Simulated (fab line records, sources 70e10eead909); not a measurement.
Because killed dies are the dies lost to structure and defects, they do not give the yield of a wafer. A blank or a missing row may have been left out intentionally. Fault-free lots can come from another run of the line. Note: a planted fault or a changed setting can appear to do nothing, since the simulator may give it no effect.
A lot that was struck, set against a sound lot || flow nandHarc || 35 out of 1302 route steps
Sound: the wafers L381.3, L381.4, L381.5. Struck: wafer L390.1 (left out: L390.3, L390.5 of the same lot, which were not struck); the cause appears at the end.
Per side, at each step with rows, come the tool, then ch with its chambers, and then its first start. Under that, the readings that differ: sound wafers || struck wafers || difference of the means || sigmas: that difference in standard deviations of wafers without a fault.
alike: readings with means less than 2 such deviations apart, plus words and numbers identical on both sides. not compared: withheld readings, readings lacking a value on some wafer, bounds such as >300 that could conceal the same value, and numbers that have no deviation in the record and whose values overlap.
Wherever a step has rows on one side only, a row that says differs or no value, or a row with sigmas, the two part there. Numbers that have no deviation but don't overlap get no sigmas and don't part them. Lack of a reading on every wafer of one side parts them only where that side has two or more wafers.

first, 1 step without rows for these wafers: NHARC_A_SLIT_SRD_20.
NHARC_A_SLIT_CD_MEAS_21:
  sound on cdSem-02, day 24 04:04; struck on cdSem-01, day 27 22:59
  alike: cdNm
then, 3 steps without rows for these wafers: NHARC_A_SIN_REMOVE_WET_00 (chemistry H3PO4, time 15300 s); NHARC_A_SIN_REMOVE_PRECLEAN_01 (cleans in SC1); NHARC_A_SIN_REMOVE_SRD_02.
NHARC_A_SIN_REMOVE_INSPECT_04:
  sound on defectInspect-01, day 24 11:12; struck on defectInspect-01, day 28 05:34
  alike: rawDefectCount
then, 1 step without rows for these wafers: NHARC_A_WL_FILL_ALD_00 (deposits Al2O3, target thk 3 nm, pulse time 3 s, ald cycles 30).
NHARC_A_WL_FILL_RTA_01: time 5 s.
  sound on rtpAnneal-02 ch 0, day 24 11:35; struck on rtpAnneal-02 ch 0, day 28 05:55
  alike: lampPowerPct, lamp_zone_1_pct, lamp_zone_6_pct, lamp_zone_7_pct, wafer_temp_C_max
then, 2 steps without rows for these wafers: NHARC_A_WL_FILL_ALD_02 (deposits TiN, target thk 2 nm, pulse time 3 s, ald cycles 100); NHARC_A_WL_FILL_CVD_03 (deposits W, target thk 40 nm, time 279 s).
NHARC_A_WL_FILL_ETCHBACK_04: etches the open film in NF3, target depth 60 nm, time 120 s.
  sound on rieMetal-01 ch 0,1, day 24 12:37; struck on rieMetal-01 ch 0, day 28 06:56
{"reading": "rfHoursCounterH (h)", "sound": "- - -", "struck": 1.2, "difference": "no value on the sound wafers", "sigmas": ""}
  alike: drypumpMotorCurrentA, oesProductAu
then, 1 step without rows for these wafers: NHARC_A_WL_FILL_ETCHBACK_05 (etches the open film in Cl2/BCl3, target depth 22 nm, time 60 s).
NHARC_A_WL_FILL_STRIP_27: strips in N2/H2, time 20 s.
  sound on plasmaAsher-02 ch 0,1, day 24 12:58; struck on plasmaAsher-01 ch 1, day 28 07:20
{"reading": "rfHoursCounterH (h)", "sound": "- - -", "struck": 25, "difference": "no value on the sound wafers", "sigmas": ""}
  alike: drypumpMotorCurrentA, heaterPowerW
then, 11 steps without rows for these wafers: NHARC_A_WL_FILL_STRIP_28 (strips in post etch residue remover, time 1200 s); NHARC_A_WL_FILL_PRECLEAN_06 (cleans in DIW, time 300 s); NHARC_A_WL_FILL_SRD_07; NHARC_A_WL_FILL_ANNEAL_08 (time 1800 s); NHARC_A_WL_FILL_ALD_10 (deposits SiO2, target thk 50 nm, pulse time 10 s, ald cycles 500); NHARC_A_WL_FILL_ETCHBACK_16 (etches the open film in C4F8/O2/Ar, target depth 120 nm, time 24 s); NHARC_A_WL_FILL_STRIP_29 (strips in O2, time 20 s); NHARC_A_WL_FILL_ETCHBACK_17 (etches the open film in Cl2/BCl3, target depth 4 nm, time 26.7 s); NHARC_A_WL_FILL_PRECLEAN_18 (cleans in dHF, time 30 s); NHARC_A_WL_FILL_SRD_21; NHARC_A_WL_FILL_CVD_23 (deposits poly-Si, target thk 40 nm, time 800 s).
NHARC_A_WL_FILL_ETCHBACK_26: etches the open film in HBr, target depth 52 nm, time 13.3 s.
  sound on rieSi-06 ch 0,1, day 25 05:37; struck on rieSi-04 ch 1, day 28 22:17
  alike: drypumpMotorCurrentA, oesProductAu, throttleValvePct
  not compared: rfHoursCounterH
then, 2 steps without rows for these wafers: NHARC_A_WL_FILL_PRECLEAN_30 (cleans in dHF, time 10 s); NHARC_A_WL_FILL_SRD_14.
NHARC_A_WL_FILL_ALD_19: deposits TiN, target thk 2 nm, pulse time 3 s, ald cycles 100.
  sound on aldMetal-03 ch 0,1,2, day 25 05:53; struck on aldMetal-01 ch 2, day 28 22:34
  alike: heaterPowerW, precursorPulseHeightRel
then, 1 step without rows for these wafers: NHARC_A_WL_FILL_CVD_20 (deposits W, target thk 100 nm, time 74 s).
NHARC_A_WL_FILL_CMP_12: polishes, t overpolish 30 s, target thk 100 nm.
  sound on cmp-02 ch 0,2, day 25 06:18; struck on cmp-03 ch 1, day 28 22:59
{"reading": "timeToEndpointS (s)", "sound": "20.4 20.7 22.0", "struck": 16.5, "difference": -4.5, "sigmas": -2}
  alike: motorCurrentA, overpolishRunS
then, 4 steps without rows for these wafers: NHARC_A_WL_FILL_SRD_31; NHARC_A_CONTACT_DEP_24 (deposits SiO2, target thk 500 nm); NHARC_A_CONTACT_DEP_28 (deposits aC, target thk 7000 nm); NHARC_A_CONTACT_DEP_29 (deposits SiON, target thk 100 nm).
-- the record jumps here: 4 days lie between the struck wafers' starts before and after (it left off in module A_CONTACT and takes up again in module END, whose first step shown is number 1302 of the route) --
NHARC_END_SORT_01:
  only the struck wafers appear in the record here, on prober-01 ch 0 at day 32 17:26; the sound ones have no rows

WHERE THEY PART
Earliest at NHARC_A_WL_FILL_ETCHBACK_04; latest, in this record, at NHARC_END_SORT_01.

WHY: what had been put in by the simulator
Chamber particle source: rieMetal-01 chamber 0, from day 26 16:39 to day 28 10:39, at NHARC_A_WL_FILL_ETCHBACK_04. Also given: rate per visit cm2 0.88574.
